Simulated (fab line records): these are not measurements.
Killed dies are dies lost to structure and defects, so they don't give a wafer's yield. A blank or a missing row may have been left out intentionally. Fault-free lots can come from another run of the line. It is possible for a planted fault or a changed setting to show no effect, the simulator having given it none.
The tool behind it: which one?	flow nandHarc	36 wafers sampled from 12 lots at 1 step of a route of 1302

WHAT THE GAUGES READ, wafer by wafer
NHARC_A_M0_INSPECT_11.
lot	measured	on	rawDefectCount
L075	day 22 21:00	defectInspect-02	86 105 103
L076	day 23 12:42	defectInspect-01	118 104 101
L079	day 24 19:26	defectInspect-01	111 129 124
L081	day 25 10:10	defectInspect-02	71 90 77
L083	day 26 02:42	defectInspect-02	74 85 68
L084	day 26 17:05	defectInspect-01	55 87 56
L087	day 27 13:46	defectInspect-01	145 155 129
L088	day 29 00:00	defectInspect-02	121 116 99
L091	day 29 09:11	defectInspect-01	71 75 69
L093	day 30 13:04	defectInspect-01	116 128 107
L095	day 31 11:56	defectInspect-02	55 48 39
L097	day 31 18:37	defectInspect-02	10 24 13

TOOL THAT RAN EACH LOT (tool first, then ch and the chambers of the sampled wafers, then the start)
The record shows no process step preceding these readings.

THE ANSWER, worked out from the rows above alone
Rule: what is usual is taken from the lots themselves. The widest of any qualifying gaps counts: lots, ordered by their means at a reading, are off when they make up no more than a third of the lots, leave a main group of 4 or more, and stand apart from it by 3 or more times the standard deviation of that group's means. A main group whose means are all the same, to the digits that the tables above print for the reading, isn't used. Also off: a lot with no number at a reading for which 4 or more lots have one. Any other lot the step has rows for is counted as sound.
No lot is off on any of the readings shown, so nothing can be concluded from this.

WHAT THE SIMULATOR PUT IN
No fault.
